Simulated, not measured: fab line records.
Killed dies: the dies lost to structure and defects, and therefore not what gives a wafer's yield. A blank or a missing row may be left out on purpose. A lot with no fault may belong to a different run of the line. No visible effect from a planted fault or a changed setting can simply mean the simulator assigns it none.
Split-lot trial / flow n5-finfet / route with 1938 steps; 7 lots, 21 wafers read

THE SPLIT ITSELF
At N5_BEOL_M2_DEP_57 (deposits SiCN from 3MS/NH3, target thk 8 nm, time 14 s), the setting time-s was moved away from the recipe's 14 s on 5 of the 21 wafers read, by -10.9% to +12.9%. For the rest of the wafers, this setting stayed at what the recipe calls for.

The split's own step is where the reading is taken.

THE READING
SiCN_of_BEOL_M2_DEP_57.thk-nm (the simulator's own value, which no gauge read), in nm, at N5_BEOL_M2_DEP_57 (deposits SiCN from 3MS/NH3, target thk 8 nm, time 14 s). There is no usual value for it anywhere in the file. The 16 wafers here that ran the recipe average 7.9 nm, standard deviation 0.17 nm.

wafer=L074.1; tool, chamber at the split=pecvd-02, 0; time-s as run, s=15.81; against the recipe=+12.9%; SiCN_of_BEOL_M2_DEP_57.thk-nm, nm=9; against lot-mates on the recipe=+1.0
wafer=L074.3; tool, chamber at the split=pecvd-02, 2; time-s as run, s=14; against the recipe=recipe; SiCN_of_BEOL_M2_DEP_57.thk-nm, nm=8; against lot-mates on the recipe=-
wafer=L074.4; tool, chamber at the split=pecvd-02, 2; time-s as run, s=14; against the recipe=recipe; SiCN_of_BEOL_M2_DEP_57.thk-nm, nm=8; against lot-mates on the recipe=-
wafer=L075.3; tool, chamber at the split=pecvd-03, 2; time-s as run, s=12.82; against the recipe=-8.4%; SiCN_of_BEOL_M2_DEP_57.thk-nm, nm=7.2; against lot-mates on the recipe=-0.9
wafer=L075.4; tool, chamber at the split=pecvd-03, 0; time-s as run, s=14; against the recipe=recipe; SiCN_of_BEOL_M2_DEP_57.thk-nm, nm=8; against lot-mates on the recipe=-
wafer=L075.5; tool, chamber at the split=pecvd-03, 2; time-s as run, s=14; against the recipe=recipe; SiCN_of_BEOL_M2_DEP_57.thk-nm, nm=8.2; against lot-mates on the recipe=-
wafer=L085.1; tool, chamber at the split=pecvd-02, 0; time-s as run, s=14; against the recipe=recipe; SiCN_of_BEOL_M2_DEP_57.thk-nm, nm=7.8; against lot-mates on the recipe=-
wafer=L085.2; tool, chamber at the split=pecvd-02, 2; time-s as run, s=14; against the recipe=recipe; SiCN_of_BEOL_M2_DEP_57.thk-nm, nm=7.6; against lot-mates on the recipe=-
wafer=L085.6; tool, chamber at the split=pecvd-02, 1; time-s as run, s=14; against the recipe=recipe; SiCN_of_BEOL_M2_DEP_57.thk-nm, nm=8; against lot-mates on the recipe=-
wafer=L091.4; tool, chamber at the split=pecvd-04, 1,2; time-s as run, s=14; against the recipe=recipe; SiCN_of_BEOL_M2_DEP_57.thk-nm, nm=8.2; against lot-mates on the recipe=-
wafer=L091.5; tool, chamber at the split=pecvd-04, 1,2; time-s as run, s=14; against the recipe=recipe; SiCN_of_BEOL_M2_DEP_57.thk-nm, nm=8.2; against lot-mates on the recipe=-
wafer=L091.6; tool, chamber at the split=pecvd-04, 0; time-s as run, s=14; against the recipe=recipe; SiCN_of_BEOL_M2_DEP_57.thk-nm, nm=8; against lot-mates on the recipe=-
wafer=L092.2; tool, chamber at the split=pecvd-03, 1,2; time-s as run, s=14; against the recipe=recipe; SiCN_of_BEOL_M2_DEP_57.thk-nm, nm=7.8; against lot-mates on the recipe=-
wafer=L092.3; tool, chamber at the split=pecvd-03, 1,2; time-s as run, s=14; against the recipe=recipe; SiCN_of_BEOL_M2_DEP_57.thk-nm, nm=7.8; against lot-mates on the recipe=-
wafer=L092.4; tool, chamber at the split=pecvd-03, 1; time-s as run, s=13.32; against the recipe=-4.9%; SiCN_of_BEOL_M2_DEP_57.thk-nm, nm=7.6; against lot-mates on the recipe=-0.2
wafer=L093.1; tool, chamber at the split=pecvd-04, 1; time-s as run, s=14; against the recipe=recipe; SiCN_of_BEOL_M2_DEP_57.thk-nm, nm=8; against lot-mates on the recipe=-
wafer=L093.3; tool, chamber at the split=pecvd-04, 2,1; time-s as run, s=12.47; against the recipe=-10.9%; SiCN_of_BEOL_M2_DEP_57.thk-nm, nm=7.4; against lot-mates on the recipe=-0.6
wafer=L093.5; tool, chamber at the split=pecvd-04, 2,1; time-s as run, s=12.47; against the recipe=-10.9%; SiCN_of_BEOL_M2_DEP_57.thk-nm, nm=7.4; against lot-mates on the recipe=-0.6
wafer=L095.2; tool, chamber at the split=pecvd-03, 2,2,1; time-s as run, s=14; against the recipe=recipe; SiCN_of_BEOL_M2_DEP_57.thk-nm, nm=7.8; against lot-mates on the recipe=-
wafer=L095.5; tool, chamber at the split=pecvd-03, 2,2,1; time-s as run, s=14; against the recipe=recipe; SiCN_of_BEOL_M2_DEP_57.thk-nm, nm=7.8; against lot-mates on the recipe=-
wafer=L095.6; tool, chamber at the split=pecvd-03, 2,2,1; time-s as run, s=14; against the recipe=recipe; SiCN_of_BEOL_M2_DEP_57.thk-nm, nm=7.8; against lot-mates on the recipe=-
Rows listing several chambers each stand for several wafers; the file does not say which wafer went through which chamber.

FIT RESULTS
A straight line over all 21 wafers: SiCN_of_BEOL_M2_DEP_57.thk-nm changes by +0.0675 nm for each +1% of time-s; r = +0.89; the points scatter about the line by 0.18 nm.
The same after taking each lot's own level away (the mean of its wafers on the recipe; 21 wafers): +0.0696 nm for each +1%; r = +0.94; scatter 0.13 nm.
The reading moves by 0.9 nm for the largest change in time-s, on that fit.
Across the lots, their own levels run from 7.80 to 8.13 nm, a range of 2.0 times the standard deviation given above.
Consequently the slope shifts little with the lot-to-lot level, the two slopes agreeing.
Check: +0.838 nm against its lot-mates is what the line predicts for one of the wafers moved furthest among these (+12.9%) when that wafer is left out of the fit. It came out at +1 nm against them.

FURTHER SPLITS ON THESE WAFERS
Other splits were also applied to these wafers ahead of the reading. Each is held against what the fit with the lots' levels taken away leaves over:
other split on the same wafers=N5_BEOL_M0_SAQP_EXPOSE_37 dose-mj; wafers away from the commonest value=8; r with SiCN_of_BEOL_M2_DEP_57.thk-nm (lot level and that fit taken away)=-0.05
other split on the same wafers=N5_BEOL_M0_ETCH_109 bias-w; wafers away from the commonest value=5; r with SiCN_of_BEOL_M2_DEP_57.thk-nm (lot level and that fit taken away)=+0.44

THE FILE'S OWN FIT
SiCN_of_BEOL_M2_DEP_57.thk-nm changes by +0.0736 nm for each +1% of time-s, r = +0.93.
